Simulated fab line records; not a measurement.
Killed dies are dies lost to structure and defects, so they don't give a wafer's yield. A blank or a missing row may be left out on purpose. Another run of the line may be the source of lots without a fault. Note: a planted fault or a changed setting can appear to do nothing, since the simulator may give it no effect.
A lot that was struck, set against a sound lot | flow nand-harc | 14 steps out of a route of 1302
Sound: these wafers, L627.1, L627.2, L627.5. Struck: wafer L632.1 (L632.2, L632.4, from the same lot, were not struck and are left out); the cause is given at the end.
For every step that has rows: the tool of each side, followed by ch and its chambers, followed by its first start. Under that, the readings that differ: sound wafers | struck wafers | difference of the means | sigmas: that difference in standard deviations of wafers without a fault.
alike: readings whose means differ by less than 2 such deviations, and words and numbers that are the same on both sides. not compared: withheld readings, readings that some wafer has no value for, bounds like >300 that may hide the same value, and numbers for which the record gives no deviation and whose values overlap.
The two part at a step that has a row with sigmas, a row that says differs or no value, or rows on one side only. Numbers that have no deviation but don't overlap get no sigmas and don't part them. A reading that every wafer of one side lacks parts them only if that side has two wafers or more.

first, 7 steps without rows for these wafers: NHARC_A_CONTACT_COAT_62 (time 65 s); NHARC_A_CONTACT_COAT_63 (resist thk 90 nm); NHARC_A_CONTACT_SOFTBAKE_64 (time 55 s); NHARC_A_CONTACT_EBR_65; NHARC_A_CONTACT_EXPOSE_66 (exposes mask A CC 2); NHARC_A_CONTACT_PEB_67 (peb time 65 s); NHARC_A_CONTACT_DEVELOP_68 (develop time 35 s).
NHARC_A_CONTACT_CD_MEAS_69 targets a cd of 300 nm.
  sound on cd-sem-01 ch 0, day 25 10:59; struck on cd-sem-02 ch 0, day 26 12:59
  alike: cd-nm
NHARC_A_CONTACT_OVL_MEAS_70:
  sound on overlay-01 at day 25 11:05; struck on overlay-01 at day 26 13:04
  reading           | sound       | struck | difference | sigmas
  overlay-y-nm (nm) | 1.0 0.5 0.6 | -2.1   | -2.8       | -3
  alike: overlay-x-nm
NHARC_A_CONTACT_INSPECT_71:
  sound on defect-inspect-02 at day 25 11:07; struck on defect-inspect-01 at day 26 13:07
  alike: raw-defect-count
NHARC_A_CONTACT_DESCUM_74: chemistry O2, time 3 s.
  sound on rie-diel-03 ch 0,1,2, day 25 11:10; struck on rie-diel-10 ch 3, day 26 13:25
  reading      | sound          | struck | difference | sigmas
  rf-vpp-V (V) | 55.7 58.1 57.0 | 59.0   | +2.1       | +2
  alike: drypump-motor-current-A, oes-product-au, showerhead-plenum-p-Torr, throttle-valve-pct
  not compared: rf-hours-counter-h
NHARC_A_CONTACT_ETCH_75: etches the open film in CF4, target depth 39 nm, time 65 s.
  sound on rie-diel-03 ch 2,3, day 25 11:16; struck on rie-diel-10 ch 2, day 26 13:30
  alike: drypump-motor-current-A, oes-product-au, rf-vpp-V, showerhead-plenum-p-Torr, throttle-valve-pct
  not compared: rf-hours-counter-h
NHARC_A_CONTACT_ETCH_76: etches the open film in N2/H2, target depth 260 nm, time 475.3 s.
  sound on rie-diel-03 ch 0,1, day 25 11:21; struck on rie-diel-10 ch 2, day 26 13:37
  reading               | sound             | struck | difference | sigmas
  oes-product-au (a.u.) | 1.002 0.991 1.007 | 0.833  | -0.167     | -17
  alike: drypump-motor-current-A, rf-vpp-V, showerhead-plenum-p-Torr, throttle-valve-pct
  not compared: rf-hours-counter-h
NHARC_A_CONTACT_ETCH_77: etches the open film in CF4/CHF3, target depth 108.9 nm, time 54.5 s.
  sound: rie-diel-03 ch 0,2,3; struck: rie-diel-10 ch 0
  reading               | sound             | struck | difference | sigmas
  oes-product-au (a.u.) | 0.920 0.913 0.925 | 0.983  | +0.064     | +3
  alike: drypump-motor-current-A, rf-vpp-V, showerhead-plenum-p-Torr, throttle-valve-pct
  not compared: rf-hours-counter-h

== WHERE THEY PART ==
Earliest at NHARC_A_CONTACT_OVL_MEAS_70; latest, in this record, at NHARC_A_CONTACT_ETCH_77.

WHY: whatever the simulator had introduced
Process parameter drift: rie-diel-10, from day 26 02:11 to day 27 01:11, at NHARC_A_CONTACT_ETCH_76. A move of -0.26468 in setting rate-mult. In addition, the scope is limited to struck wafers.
